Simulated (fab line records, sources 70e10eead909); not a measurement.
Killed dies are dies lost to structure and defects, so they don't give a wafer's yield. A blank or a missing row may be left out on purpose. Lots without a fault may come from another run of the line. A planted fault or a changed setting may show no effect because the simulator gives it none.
fab line records | flow nand_harc
record lots=24 wafers=72 last_day=35
route steps=1302 shown A_CONTACT@1079 A_BLC@1118 A_M0@1151 A_M1@1183
lots that met no fault: from a run of the same line without faults
start_h: hours from the record's first day to the start of the lot's first wafer shown | wait_h: hours since the lot's step before | " the same as in the row above | L1.1+2: a row that stands for several wafers | - no value, or no start given | * or withheld: withheld | < > ~ a bound
route shown NAME@n: a module of which the file shows steps, and the number in the route of the first | usual: mean/standard deviation of fault-free wafers | same: alike in all rows | chamber/n: place in a boat | sites: the reading at each site | _std_site: their standard deviation | _edge_site: outer sites' mean less inner sites' | radius_mm: how far each site lies from the wafer's centre | mask NAME#n: copy n | behind: the tool/chamber that last shaped the wafer | hold: why the lot was held/for how many hours/how that ended | device: the transistor (n, p or np) that didn't switch | end of line: the same wafers' tests at the end of the route | a step without rows: its recipe alone | killed: dies lost to structure and defects at the first sort, not the wafer's yield | map: a wafer's dies, x killed, . not, _ none there
set.NAME: the setting as run; set.NAME@STEP: as run at that earlier step | model.NAME: the simulator's own value behind a step, which no gauge read
steps of the route over a sample of lots; a table a step, a row a wafer
services: from which hour (start_h, from the record's first day; less than 0 if before it) a tool's chamber was out of use, for how many hours, and why
## steps
# step NHARC_A_CONTACT_OVL_MEAS_09
# usual overlay_x_nm=-0.1/0.97 overlay_y_nm=-0.2/0.86
# columns lot.wafer tool chamber start_h wait_h overlay_x_nm overlay_y_nm
L074.2 overlay-01 - 516.95 - -0.6 -0.8
L074.3 " - " " -0.2 0.0
L074.6 " - " " 0.0 -0.3
L075.1 overlay-01 - 527.49 - -1.5 0.0
L075.4 " - " " -1.4 1.1
L075.5 " - " " -1.5 0.4
L079.1 overlay-02 - 533.94 - -0.5 -1.4
L079.2 " - " " -1.0 -1.5
L079.4 " - " " -0.7 -1.3
L077.3 overlay-02 - 535.16 - -0.4 0.2
L077.4 " - " " -1.0 0.2
L077.6 " - " " -0.8 0.6
L078.1 overlay-01 - 541.90 - -0.6 -0.5
L078.4 " - " " -0.3 -0.1
L078.6 " - " " -0.3 -0.6
L076.1 overlay-02 - 542.05 - -0.1 -0.8
L076.3 " - " " -0.3 -0.5
L076.4 " - " " 0.0 -0.8
L080.4 overlay-01 - 557.26 - -0.6 -0.5
L080.5 " - " " -0.4 -0.9
L080.6 " - " " -1.2 -0.7
L082.1 overlay-01 - 570.52 - 0.5 -0.1
L082.2 " - " " 1.0 -0.5
L082.4 " - " " 0.5 -0.3
L081.2 overlay-02 - 587.10 - 0.4 0.2
L081.5 " - " " 0.3 0.4
L081.6 " - " " 0.1 0.4
L083.2 overlay-01 - 599.68 - -0.1 0.2
L083.3 " - " " -0.1 0.2
L083.4 " - " " -0.5 0.2
L084.1 overlay-01 - 606.56 - -0.5 0.8
L084.3 " - " " -0.7 0.8
L084.5 " - " " -0.7 0.9
L086.3 overlay-02 - 614.97 - -0.2 0.5
L086.4 " - " " 0.1 0.1
L086.5 " - " " 0.4 0.0
L085.2 overlay-01 - 616.83 - -0.9 -1.1
L085.3 " - " " -0.4 0.1
L085.6 " - " " -0.6 0.0
L087.2 overlay-01 - 640.08 - 0.9 -0.7
L087.4 " - " " 1.5 -1.4
L087.5 " - " " 0.6 -1.6
L088.1 overlay-02 - 652.55 - -0.2 1.2
L088.4 " - " " -1.2 1.7
L088.5 " - " " -1.2 1.4
L089.1 overlay-01 - 653.56 - 2.0 -0.6
L089.2 " - " " 2.8 -0.6
L089.3 " - " " 2.2 -0.6
L090.1 overlay-01 - 672.66 - -1.7 -1.3
L090.5 " - " " -1.0 -0.5
L090.6 " - " " -0.8 -0.9
L091.3 overlay-02 - 685.43 - -1.9 0.1
L091.4 " - " " -2.0 -0.1
L091.6 " - " " -1.6 -0.5
L092.1 overlay-01 - 694.75 - -1.1 -1.4
L092.3 " - " " -0.4 -0.9
L092.6 " - " " -0.5 -1.2
L094.4 overlay-01 - 700.86 - 0.0 0.8
L094.5 " - " " -0.8 0.0
L094.6 " - " " 0.3 0.2
L093.3 overlay-02 - 702.56 - -0.1 -0.2
L093.5 " - " " 0.4 0.3
L093.6 " - " " 0.7 0.3
L096.1 overlay-02 - 725.76 - 0.8 0.4
L096.2 " - " " 0.8 0.0
L096.3 " - " " 0.4 0.2
L095.1 overlay-02 - 753.45 - 0.8 -2.3
L095.2 " - " " 0.7 -1.8
L095.5 " - " " 1.1 -1.9
L097.2 overlay-02 - 765.52 - 0.8 1.2
L097.3 " - " " 1.0 0.7
L097.5 " - " " 1.9 1.8
# step NHARC_A_BLC_OVL_MEAS_11
# usual overlay_x_nm=-0.1/0.73 overlay_y_nm=0.1/0.92
# columns lot.wafer tool chamber start_h wait_h overlay_x_nm overlay_y_nm
L074.2 overlay-02 - 523.29 - 0.0 0.6
L074.3 " - " " -0.4 0.5
L074.6 " - " " 0.5 0.3
L075.1 overlay-01 - 533.83 - 0.9 -0.2
L075.4 " - " " 0.1 -0.6
L075.5 " - " " -0.1 -0.5
L079.1 overlay-02 - 540.95 - 0.6 -0.7
L079.2 " - " " 0.1 -2.0
L079.4 " - " " -0.1 -1.6
L077.3 overlay-02 - 543.14 - -0.4 1.1
L077.4 " - " " 0.2 1.1
L077.6 " - " " -0.2 1.3
L076.1 overlay-01 - 548.39 - 0.2 -0.7
L076.3 " - " " -0.2 -0.9
L076.4 " - " " 0.1 -0.6
L078.1 overlay-02 - 548.74 - 0.3 0.1
L078.4 " - " " 0.2 -0.2
L078.6 " - " " 0.4 0.0
L080.4 overlay-01 - 563.66 - -0.4 -1.0
L080.5 " - " " -0.6 -1.1
L080.6 " - " " -0.8 -0.1
L082.1 overlay-02 - 576.75 - -1.5 -0.1
L082.2 " - " " -1.3 -0.6
L082.4 " - " " -0.9 -0.1
L081.2 overlay-02 - 593.57 - -0.9 -1.4
L081.5 " - " " -0.8 -0.9
L081.6 " - " " -1.0 -1.2
L083.2 overlay-02 - 609.69 - 0.7 1.5
L083.3 " - " " 0.5 1.3
L083.4 " - " " 0.7 1.2
L084.1 overlay-02 - 613.24 - -1.1 0.9
L084.3 " - " " -1.0 1.5
L084.5 " - " " -1.0 1.5
L086.3 overlay-01 - 622.05 - 0.2 0.5
L086.4 " - " " 0.7 0.1
L086.5 " - " " 0.1 -0.2
L085.2 overlay-02 - 623.32 - -0.7 0.2
L085.3 " - " " -1.0 0.5
L085.6 " - " " -1.3 0.6
L087.2 overlay-01 - 647.02 - 0.9 2.4
L087.4 " - " " 0.9 1.7
L087.5 " - " " 0.8 2.1
L088.1 overlay-02 - 658.90 - 0.5 1.0
L088.4 " - " " 0.3 0.8
L088.5 " - " " 1.1 1.2
L089.1 overlay-02 - 659.76 - -0.7 -0.6
L089.2 " - " " -0.8 -0.3
L089.3 " - " " -0.8 -0.5
L090.1 overlay-02 - 678.85 - 0.4 -0.1
L090.5 " - " " 0.2 0.0
L090.6 " - " " 0.1 -0.4
L091.3 overlay-02 - 691.62 - 1.4 0.5
L091.4 " - " " 1.3 0.4
L091.6 " - " " 1.4 0.3
L092.1 overlay-02 - 701.19 - -0.2 -1.6
L092.3 " - " " -0.3 -0.9
L092.6 " - " " -1.0 -1.0
L094.4 overlay-01 - 707.63 - -0.9 -1.2
L094.5 " - " " -0.9 -1.2
L094.6 " - " " -1.3 -0.8
L093.3 overlay-02 - 709.20 - 0.6 -0.1
L093.5 " - " " 0.5 0.2
L093.6 " - " " 0.1 0.6
L096.1 overlay-01 - 731.97 - -0.4 0.3
L096.2 " - " " -0.9 -0.1
L096.3 " - " " -0.8 -0.1
L095.1 overlay-02 - 759.79 - 0.3 0.1
L095.2 " - " " 0.1 0.6
L095.5 " - " " 0.2 0.6
L097.2 overlay-01 - 772.80 - -0.1 0.2
L097.3 " - " " -0.3 -0.1
L097.5 " - " " -0.3 0.3
# step NHARC_A_BLC_STRIP_21
# recipe o2_flow_sccm=500 ar_flow_sccm=0 bias_w=0 chemistry=O2
# usual drypump_motor_current_A=5.9/0.56 oes_product_au=1.001/0.007 rf_vpp_V=57.6/0.95 showerhead_plenum_p_Torr=3.45/0.13 throttle_valve_pct=17.037/0.0082
# columns lot.wafer tool chamber start_h wait_h drypump_motor_current_A oes_product_au rf_hours_counter_h rf_vpp_V showerhead_plenum_p_Torr throttle_valve_pct
L074.2 rie_diel-08 0 524.65 0.1 5.8 0.997 8 58.0 3.32 17.051
L074.3 " 2 " " 5.9 1.004 9 57.5 3.46 17.034
L074.6 " 0 " " 5.8 0.992 - 55.4 3.32 17.051
L075.1 rie_diel-08 0 535.09 0.1 5.8 1.004 9 58.4 3.32 17.057
L075.4 " 1 " " 6.8 1.007 10 56.6 3.55 17.043
L075.5 " 2 " " 5.9 1.006 - 57.3 3.46 17.047
L079.1 rie_diel-10 0 542.19 0.1 6.3 1.010 37 57.4 3.51 17.054
L079.4 " 1 " " 5.2 1.000 39 56.7 3.39 17.033
L079.2 " 2 " " 6.0 0.991 35 57.0 3.31 17.040
L077.3 rie_diel-12 1 544.70 0.4 6.7 1.002 9 58.4 3.49 17.012
L077.4 " 0 " " 6.0 1.002 9 58.0 3.43 17.032
L077.6 " 2 " " 5.2 1.003 - 57.4 3.39 17.037
L076.1 rie_diel-10 3 549.78 0.2 5.5 1.002 34 58.1 3.38 17.034
L076.4 " 1 " " 5.2 1.003 43 58.4 3.39 17.021
L076.3 " 2 " " 6.0 0.999 39 57.0 3.31 17.035
L078.4 rie_diel-12 2 550.27 0.1 5.2 0.992 7 55.2 3.39 17.021
L078.1 " 3 " " 5.1 0.986 10 56.4 3.29 17.042
L078.6 " 3 " " 5.1 0.996 - 58.2 3.29 17.042
L080.4 rie_diel-12 2 564.93 0.1 5.2 0.995 8 59.0 3.39 17.033
L080.5 " 1 " " 6.6 1.002 - 58.1 3.49 17.048
L080.6 " 2 " " 5.2 0.996 - 57.8 3.39 17.043
L082.1 rie_diel-12 2 578.00 0.1 5.2 0.991 9 57.3 3.39 17.038
L082.2 " 3 " " 5.1 0.989 12 57.7 3.28 17.019
L082.4 " 0 " " 6.0 1.006 12 57.5 3.43 17.040
L081.2 rie_diel-08 0 594.84 0.1 5.9 1.005 2 57.4 3.32 17.035
L081.5 " 1 " " 6.8 1.003 - 56.8 3.55 17.032
L081.6 " 2 " " 6.0 1.005 - 55.5 3.46 17.038
L083.2 rie_diel-08 1 611.12 0.1 6.8 1.001 3 57.5 3.55 17.039
L083.4 " 2 " " 5.9 0.999 3 58.5 3.46 17.038
L083.3 " 0 " " 5.8 1.001 3 57.7 3.32 17.036
L084.1 rie_diel-08 2 614.67 0.1 5.9 0.996 3 58.3 3.46 17.027
L084.3 " 0 " " 5.8 1.013 3 58.2 3.32 17.022
L084.5 " 2 " " 5.9 0.997 - 57.7 3.46 17.045
L086.4 rie_diel-10 2 623.30 0.1 6.0 1.003 5 57.5 3.30 17.028
L086.3 " 0 " " 6.3 1.003 7 57.6 3.50 17.035
L086.5 " 2 " " 6.0 0.996 - 58.2 3.30 17.031
L085.2 rie_diel-08 0 624.58 0.1 5.8 1.004 3 57.4 3.31 17.048
L085.3 " 2 " " 5.9 0.994 4 58.3 3.46 17.026
L085.6 " 3 " " 5.9 0.999 - 58.3 3.75 17.042
L087.4 rie_diel-12 3 648.28 0.1 5.1 1.007 1 56.5 3.28 17.043
L087.2 " 0 " " 6.0 0.999 1 58.0 3.42 17.031
L087.5 " 1 " " 6.6 1.013 - 57.6 3.49 17.043
L088.4 rie_diel-12 2 660.15 0.1 5.1 0.996 2 57.5 3.38 17.038
L088.1 " 0 " " 6.0 0.991 3 58.0 3.42 17.030
L088.5 " 2 " " 5.2 0.990 - 58.1 3.38 17.034
L089.1 rie_diel-12 3 661.00 0.1 5.1 0.996 3 57.7 3.28 17.036
L089.2 " 0 " " 6.0 0.994 3 58.3 3.42 17.043
L089.3 " 1 " " 6.6 0.999 2 58.0 3.48 17.045
L090.1 rie_diel-08 3 680.10 0.1 5.9 0.992 7 58.2 3.75 17.030
L090.6 " 3 " " 5.9 1.004 - 59.2 3.75 17.051
L090.5 " 0 " " 5.8 0.993 - 56.9 3.31 17.051
L091.3 rie_diel-12 2 692.86 0.1 5.2 1.005 5 57.7 3.38 17.043
L091.4 " 3 " " 5.1 0.993 6 58.1 3.28 17.033
L091.6 " 2 " " 5.2 1.005 - 56.7 3.38 17.036
L092.3 rie_diel-12 0 702.45 0.1 6.0 0.997 6 57.6 3.42 17.042
L092.1 " 1 " " 6.6 0.990 5 57.1 3.48 17.049
L092.6 " 3 " " 5.1 1.000 - 57.5 3.28 17.025
L094.4 rie_diel-08 0 708.90 0.1 5.8 1.004 9 56.9 3.31 17.055
L094.6 " 1 " " 6.8 0.997 - 59.9 3.55 17.039
L094.5 " 2 " " 5.9 0.999 - 57.7 3.45 17.045
L093.3 rie_diel-12 2 710.45 0.1 5.2 1.001 6 57.1 3.38 17.038
L093.5 " 2 " " 5.2 0.994 - 57.3 3.38 17.021
L093.6 " 3 " " 5.1 1.001 - 57.9 3.28 17.044
L096.1 rie_diel-08 3 733.22 0.1 5.9 0.999 0 56.4 3.74 17.038
L096.2 " 0 " " 5.8 0.997 0 57.1 3.31 17.043
L096.3 " 1 " " 6.8 0.994 0 58.5 3.55 17.024
L095.2 rie_diel-08 2 761.05 0.1 5.9 1.005 2 57.9 3.45 17.044
L095.1 " 3 " " 6.0 1.017 2 59.5 3.74 17.035
L095.5 " 0 " " 5.9 0.999 - 56.6 3.31 17.044
L097.3 rie_diel-12 0 774.04 0.1 6.0 0.997 11 58.3 3.42 17.040
L097.2 " 3 " " 5.1 1.000 12 56.8 3.28 17.041
L097.5 " 0 " " 6.0 0.998 - 57.9 3.42 17.043
# step NHARC_A_BLC_PVD_32
# recipe target_thk_a=50 chamber_pressure_pa=5 power_w=5000 substrate_temp_c=200 time_s=17.7 material=Ti
# usual cathode_dc_power_W=5000.1/0.9 throttle_valve_pct=30.1/1.2
# columns lot.wafer tool chamber start_h wait_h cathode_dc_power_W throttle_valve_pct
L074.2 pvd_sputter-03 - - - 5001.1 31.0
L074.3 " - " " 5000.3 31.6
L074.6 " - " " 4999.0 28.6
L075.4 pvd_sputter-02 - - - 5001.6 30.4
L075.1 " - " " 5000.6 28.2
L075.5 " - " " 4999.4 30.4
L079.1 pvd_sputter-01 - - - 5000.9 28.4
L079.4 " - " " 4999.3 29.6
L079.2 " - " " 5001.3 30.8
L077.3 pvd_sputter-03 - - - 4999.4 31.5
L077.4 " - " " 4998.7 29.7
L077.6 " - " " 5001.2 31.5
L076.4 pvd_sputter-01 - - - 4999.6 29.5
L076.1 " - " " 4999.3 29.6
L076.3 " - " " 4999.9 28.5
L078.1 pvd_sputter-03 - - - 5001.3 28.7
L078.4 " - " " 5000.0 32.3
L078.6 " - " " 5000.4 28.9
L080.4 pvd_sputter-03 - - - 5000.9 31.5
L080.6 " - " " 4998.6 31.9
L080.5 " - " " 4999.8 29.6
L082.2 pvd_sputter-02 - - - 5003.3 30.5
L082.1 " - " " 5000.5 28.3
L082.4 " - " " 5000.0 32.0
L081.2 pvd_sputter-02 - - - 4999.7 29.7
L081.6 " - " " 5000.9 29.3
L081.5 " - " " 5001.0 32.0
L083.4 pvd_sputter-02 - - - 4999.5 29.5
L083.2 " - " " 5000.6 31.9
L083.3 " - " " 5000.5 28.2
L084.1 pvd_sputter-02 - - - 5000.4 28.2
L084.3 " - " " 4999.8 30.7
L084.5 " - " " 5000.6 28.2
L086.3 pvd_sputter-01 - - - 5000.6 30.6
L086.4 " - " " 5000.3 29.8
L086.5 " - " " 4999.1 29.9
L085.3 pvd_sputter-01 - - - 5000.5 28.6
L085.2 " - " " 5000.3 30.1
L085.6 " - " " 5001.6 28.4
L087.4 pvd_sputter-02 - - - 5001.2 28.9
L087.2 " - " " 4999.7 31.4
L087.5 " - " " 4998.7 32.0
L088.4 pvd_sputter-02 - - - 5000.5 30.1
L088.1 " - " " 5000.5 31.6
L088.5 " - " " 5001.7 29.4
L089.2 pvd_sputter-02 - - - 5000.9 29.7
L089.3 " - " " 5000.9 31.5
L089.1 " - " " 4999.6 31.8
L090.1 pvd_sputter-02 - - - 4999.7 30.1
L090.6 " - " " 4999.0 29.0
L090.5 " - " " 4998.6 30.0
L091.4 pvd_sputter-01 - - - 5000.7 29.9
L091.3 " - " " 4998.3 29.8
L091.6 " - " " 5000.2 30.0
L092.3 pvd_sputter-01 - - - 4999.9 28.7
L092.1 " - " " 4999.4 29.9
L092.6 " - " " 5000.4 30.0
L094.4 pvd_sputter-01 - - - 5000.8 29.9
L094.5 " - " " 4998.0 29.9
L094.6 " - " " 5000.5 30.3
L093.3 pvd_sputter-01 - - - 5002.2 28.4
L093.5 " - " " 5000.7 28.7
L093.6 " - " " 5001.0 30.0
L096.1 pvd_sputter-01 - - - 5001.2 28.6
L096.3 " - " " 4999.8 30.2
L096.2 " - " " 5001.0 29.9
L095.2 pvd_sputter-02 - - - 4999.0 28.9
L095.1 " - " " 5000.0 30.0
L095.5 " - " " 4999.5 28.9
L097.3 pvd_sputter-03 - - - 5000.4 30.7
L097.2 " - " " 5000.4 27.8
L097.5 " - " " 4999.8 30.5
# step NHARC_A_M0_ETCH_34
# recipe target_depth_a=400 overetch_a=120 time_s=43.94 ion_energy_ev=200 n2_flow_sccm=150 h2_flow_sccm=150 ar_flow_sccm=0 rf_w=400 bias_w=150 chemistry=N2/H2
# usual drypump_motor_current_A=5.6/0.36 oes_product_au=1.003/0.0077 rf_vpp_V=430/3.3 showerhead_plenum_p_Torr=2.03/0.12 throttle_valve_pct=14.172/0.0089
# columns lot.wafer tool chamber start_h wait_h drypump_motor_current_A oes_product_au rf_hours_counter_h rf_vpp_V showerhead_plenum_p_Torr throttle_valve_pct
L074.3 rie_diel-05 3 527.55 0.1 5.1 0.997 5 426 1.89 14.167
L074.2 " 2 " " 5.9 0.984 5 426 1.91 14.155
L074.6 " 2 " " 5.9 0.996 - 427 1.91 14.184
L075.1 rie_diel-05 2 538.63 0.2 6.0 0.988 6 427 1.91 14.179
L075.4 " 2 " " 6.0 0.989 - 427 1.91 14.170
L075.5 " 2 " " 6.0 0.986 - 426 1.91 14.162
L079.1 rie_diel-09 2 545.19 0.1 5.6 1.001 2 433 2.12 14.168
L079.2 " 3 " " 6.2 1.008 2 436 2.20 14.159
L079.4 " 3 " " 6.2 1.005 - 434 2.20 14.181
L077.3 rie_diel-05 2 547.71 0.1 6.0 0.996 6 427 1.91 14.181
L077.6 " 0 " " 5.5 1.001 - 434 2.18 14.177
L077.4 " 2 " " 6.0 0.994 - 427 1.91 14.182
L076.1 rie_diel-09 3 552.77 0.1 6.2 0.994 3 434 2.20 14.178
L076.3 " 0 " " 5.6 1.012 3 426 1.89 14.168
L076.4 " 3 " " 6.2 1.001 - 434 2.20 14.174
L078.4 rie_diel-02 2 553.26 0.1 5.3 1.010 11 427 1.95 14.171
L078.1 " 3 " " 6.2 1.013 11 433 2.14 14.182
L078.6 " 1 " " 5.4 1.017 - 432 2.06 14.176
L080.4 rie_diel-09 0 567.77 0.1 5.6 1.014 4 426 1.89 14.176
L080.6 " 2 " " 5.6 1.002 - 433 2.12 14.175
L080.5 " 3 " " 6.2 1.007 - 433 2.20 14.178
L082.2 rie_diel-02 1 581.04 0.1 5.4 0.997 0 430 2.06 14.159
L082.1 " 2 " " 5.3 1.008 0 429 1.95 14.180
L082.4 " 0 " " 5.6 0.996 0 430 2.08 14.175
L081.2 rie_diel-02 2 597.70 0.1 5.3 1.007 1 428 1.95 14.188
L081.6 " 0 " " 5.6 1.007 - 432 2.09 14.170
L081.5 " 1 " " 5.4 1.012 - 432 2.06 14.175
L083.2 rie_diel-09 0 614.00 0.1 5.6 1.013 6 426 1.89 14.167
L083.3 " 1 " " 6.0 1.012 4 428 1.93 14.150
L083.4 " 2 " " 5.6 0.997 6 432 2.12 14.171
L084.1 rie_diel-09 3 617.64 0.1 6.2 1.002 6 434 2.20 14.175
L084.3 " 2 " " 5.6 1.001 6 431 2.12 14.185
L084.5 " 3 " " 6.2 1.003 - 433 2.20 14.169
L086.3 rie_diel-05 1 626.44 0.1 5.9 1.016 2 432 2.09 14.174
L086.4 " 3 " " 5.0 1.011 1 426 1.89 14.180
L086.5 " 0 " " 5.5 1.011 - 435 2.18 14.177
L085.3 rie_diel-02 0 628.04 0.1 5.6 0.992 4 431 2.08 14.167
L085.2 " 2 " " 5.3 1.001 3 428 1.95 14.163
L085.6 " 3 " " 6.2 1.003 - 433 2.14 14.183
L087.4 rie_diel-02 1 651.28 0.1 5.3 1.005 4 431 2.05 14.174
L087.2 " 3 " " 6.2 1.001 5 434 2.14 14.172
L087.5 " 1 " " 5.3 1.001 - 432 2.05 14.168
L088.1 rie_diel-05 3 663.13 0.1 5.0 0.995 2 426 1.89 14.155
L088.5 " 0 " " 5.5 0.997 - 433 2.18 14.168
L088.4 " 1 " " 5.9 1.011 - 433 2.09 14.167
L089.3 rie_diel-05 1 664.01 0.1 5.9 1.011 4 432 2.09 14.188
L089.2 " 3 " " 5.1 0.996 2 426 1.89 14.182
L089.1 " 0 " " 5.4 1.000 3 433 2.18 14.161
L090.1 rie_diel-05 0 682.97 0.1 5.4 1.011 4 433 2.18 14.189
L090.6 " 3 " " 5.1 1.018 - 425 1.89 14.185
L090.5 " 0 " " 5.5 1.010 - 434 2.18 14.174
L091.3 rie_diel-02 0 695.92 0.1 5.6 1.012 10 429 2.08 14.159
L091.6 " 2 " " 5.3 1.011 - 427 1.95 14.161
L091.4 " 3 " " 6.2 0.998 - 433 2.14 14.156
L092.3 rie_diel-09 1 705.42 0.1 6.0 1.010 2 428 1.93 14.185
L092.1 " 2 " " 5.6 1.000 2 434 2.12 14.160
L092.6 " 3 " " 6.2 0.996 - 434 2.20 14.157
L094.4 rie_diel-02 1 711.73 0.1 5.4 1.002 4 431 2.05 14.167
L094.6 " 1 " " 5.4 1.004 - 432 2.05 14.181
L094.5 " 2 " " 5.3 1.010 - 428 1.95 14.171
L093.3 rie_diel-02 2 713.42 0.1 5.3 1.001 10 428 1.94 14.171
L093.5 " 1 " " 5.4 1.004 - 431 2.05 14.168
L093.6 " 2 " " 5.3 1.016 - 427 1.94 14.177
L096.2 rie_diel-05 2 736.19 0.1 6.0 1.007 8 426 1.90 14.179
L096.3 " 3 " " 5.0 1.013 8 426 1.89 14.193
L096.1 " 0 " " 5.5 1.008 8 434 2.18 14.168
L095.1 rie_diel-09 0 763.88 0.1 5.6 1.005 5 424 1.89 14.160
L095.2 " 1 " " 6.0 1.010 5 428 1.92 14.156
L095.5 " 1 " " 6.0 1.012 - 427 1.92 14.171
L097.2 rie_diel-05 2 777.06 0.1 6.0 0.996 0 427 1.90 14.176
L097.3 " 3 " " 5.0 0.992 0 425 1.89 14.158
L097.5 " 2 " " 6.0 0.994 - 427 1.90 14.175
# step NHARC_A_M1_ETCH_35
# recipe target_depth_a=400 overetch_a=120 time_s=43.94 ion_energy_ev=200 n2_flow_sccm=150 h2_flow_sccm=150 ar_flow_sccm=0 rf_w=400 bias_w=150 chemistry=N2/H2
# usual drypump_motor_current_A=5.5/0.41 oes_product_au=0.998/0.0075 rf_vpp_V=429.9/2.7 showerhead_plenum_p_Torr=2.01/0.093 throttle_valve_pct=14.172/0.0096
# columns lot.wafer tool chamber start_h wait_h drypump_motor_current_A oes_product_au rf_hours_counter_h rf_vpp_V showerhead_plenum_p_Torr throttle_valve_pct
L074.2 rie_diel-11 1 531.67 0.1 5.3 0.991 3.3 432.7 2.16 14.169
L074.3 " 2 " " 4.9 0.996 3.0 428.4 1.93 14.176
L074.6 " 0 " " 6.1 0.999 - 426.7 1.95 14.168
L075.4 rie_diel-11 1 542.78 0.1 5.3 0.998 4.1 434.0 2.16 14.173
L075.1 " 2 " " 4.9 1.002 3.5 427.3 1.93 14.163
L075.5 " 0 " " 6.1 1.002 - 427.4 1.95 14.184
L079.4 rie_diel-06 3 549.13 0.1 6.1 1.007 1.2 429.7 1.99 14.169
L079.1 " 1 " " 5.4 0.999 1.2 429.5 1.97 14.163
L079.2 " 2 " " 5.3 1.002 1.1 430.9 2.01 14.189
L077.3 rie_diel-06 0 551.84 0.1 5.1 1.011 1.0 434.8 2.20 14.169
L077.4 " 2 " " 5.3 0.995 1.1 430.2 2.01 14.168
L077.6 " 0 " " 5.1 1.003 - 435.1 2.20 14.174
L076.1 rie_diel-06 3 556.94 0.1 6.1 1.003 1.5 428.2 1.99 14.178
L076.3 " 0 " " 5.1 1.012 1.2 434.9 2.20 14.171
L076.4 " 1 " " 5.5 0.992 1.4 428.9 1.97 14.158
L078.4 rie_diel-06 1 557.37 0.1 5.4 0.988 1.5 428.4 1.97 14.173
L078.1 " 0 " " 5.1 1.010 1.3 433.7 2.20 14.179
L078.6 " 1 " " 5.4 0.985 - 428.6 1.97 14.172
L080.4 rie_diel-11 1 571.81 0.1 5.3 0.979 5.3 433.3 2.16 14.168
L080.6 " 0 " " 6.1 0.995 - 427.8 1.95 14.177
L080.5 " 1 " " 5.3 0.992 - 432.9 2.16 14.168
L082.2 rie_diel-06 3 585.14 0.1 6.1 1.009 2.3 430.2 1.99 14.174
L082.4 " 1 " " 5.4 0.989 2.4 429.1 1.97 14.173
L082.1 " 2 " " 5.3 0.999 2.2 430.0 2.01 14.163
L081.2 rie_diel-06 0 601.73 0.1 5.1 1.000 2.7 434.6 2.20 14.161
L081.6 " 0 " " 5.1 1.005 - 435.3 2.20 14.164
L081.5 " 1 " " 5.4 0.984 - 429.1 1.97 14.178
L083.4 rie_diel-06 3 618.09 0.1 6.1 1.001 3.0 429.4 1.99 14.191
L083.2 " 0 " " 5.1 1.005 2.9 435.8 2.20 14.172
L083.3 " 1 " " 5.4 0.996 3.2 428.6 1.97 14.175
L084.3 rie_diel-13 1 621.72 0.1 5.5 0.997 5.4 426.8 1.91 14.192
L084.1 " 2 " " 5.8 0.989 6.5 430.6 2.06 14.172
L084.5 " 3 " " 5.7 1.009 - 430.3 2.03 14.150
L086.3 rie_diel-06 3 630.46 0.1 6.1 0.996 3.5 429.7 1.99 14.155
L086.4 " 1 " " 5.5 0.998 3.6 428.8 1.97 14.178
L086.5 " 0 " " 5.1 1.010 - 434.8 2.20 14.172
L085.3 rie_diel-11 2 632.12 0.1 4.9 1.009 1.8 427.0 1.92 14.190
L085.2 " 0 " " 6.1 1.003 1.9 428.2 1.95 14.160
L085.6 " 3 " " 6.1 0.995 - 429.5 1.94 14.172
L087.2 rie_diel-06 2 655.47 0.1 5.3 1.005 4.5 428.4 2.00 14.182
L087.4 " 3 " " 6.1 0.996 4.5 430.6 1.99 14.167
L087.5 " 1 " " 5.4 0.999 - 427.6 1.97 14.175
L088.4 rie_diel-13 2 667.52 0.1 5.8 0.991 8.4 430.7 2.06 14.179
L088.1 " 1 " " 5.4 0.995 8.2 425.3 1.91 14.174
L088.5 " 2 " " 5.8 0.998 - 430.6 2.06 14.164
L089.3 rie_diel-13 3 668.16 0.1 5.7 1.005 9.4 432.3 2.03 14.165
L089.2 " 0 " " 5.2 1.005 8.7 426.6 1.93 14.186
L089.1 " 2 " " 5.8 0.988 8.5 431.3 2.06 14.167
L090.1 rie_diel-11 1 687.04 0.1 5.3 0.993 4.0 433.0 2.15 14.187
L090.6 " 0 " " 6.1 1.009 - 427.8 1.95 14.182
L090.5 " 1 " " 5.3 1.000 - 432.8 2.15 14.177
L091.3 rie_diel-11 2 700.29 0.1 4.9 1.000 4.4 426.7 1.92 14.174
L091.4 " 3 " " 6.2 1.002 - 428.1 1.94 14.181
L091.6 " 2 " " 4.9 0.998 - 427.8 1.92 14.170
L092.3 rie_diel-11 0 709.57 0.1 6.1 0.995 4.6 428.1 1.95 14.168
L092.1 " 3 " " 6.2 1.001 5.1 427.9 1.94 14.189
L092.6 " 1 " " 5.3 1.010 - 433.3 2.15 14.156
L094.4 rie_diel-11 3 715.68 0.1 6.2 0.998 5.1 427.3 1.94 14.162
L094.6 " 2 " " 4.9 0.999 - 426.7 1.92 14.168
L094.5 " 3 " " 6.2 0.999 - 426.2 1.94 14.177
L093.3 rie_diel-13 2 717.58 0.1 5.8 0.988 0.7 430.2 2.06 14.163
L093.5 " 2 " " 5.8 0.983 - 432.3 2.06 14.194
L093.6 " 3 " " 5.7 0.999 - 430.1 2.03 14.177
L096.3 rie_diel-13 1 740.64 0.1 5.4 1.004 2.4 426.8 1.91 14.164
L096.2 " 2 " " 5.8 0.985 2.6 430.9 2.06 14.180
L096.1 " 0 " " 5.2 0.999 2.1 428.8 1.93 14.160
L095.1 rie_diel-13 1 767.97 0.1 5.4 1.004 3.4 426.9 1.91 14.177
L095.2 " 3 " " 5.8 0.992 3.8 428.9 2.03 14.181
L095.5 " 1 " " 5.4 1.013 - 427.8 1.91 14.186
L097.3 rie_diel-13 1 781.12 0.1 5.5 1.006 4.6 426.8 1.91 14.178
L097.2 " 0 " " 5.2 0.997 4.9 428.3 1.93 14.165
L097.5 " 2 " " 5.8 0.991 - 431.7 2.05 14.176
## services
# columns tool chamber start_h hours kind
rie_diel-06 0 504.02 19.2 repair
rie_diel-05 3 506.30 4.1 repair
rie_diel-08 0 509.99 11.1 repair
rie_diel-05 1 525.55 23.4 repair
rie_diel-05 3 535.63 6.8 repair
rie_diel-05 0 536.30 4.9 repair
rie_diel-05 - 538.78 0.4 repair
pvd_sputter-02 - 544.66 4.3 repair
rie_diel-08 - 544.80 9.0 pm
rie_diel-06 - 574.07 0.5 repair
rie_diel-06 2 578.23 2.0 repair
pvd_sputter-01 - 582.04 10.0 pm
rie_diel-05 - 583.60 9.0 pm
rie_diel-05 3 596.32 17.8 repair
rie_diel-12 3 601.11 15.8 repair
rie_diel-12 - 622.40 9.0 pm
pvd_sputter-02 - 638.06 10.0 pm
pvd_sputter-01 - 638.48 5.0 repair
rie_diel-05 - 645.95 6.1 repair
rie_diel-05 2 657.69 38.7 repair
rie_diel-06 2 659.95 6.4 repair
pvd_sputter-02 - 713.26 3.9 repair
rie_diel-08 - 721.80 9.0 pm
rie_diel-08 0 735.85 4.3 repair
## key
fault none
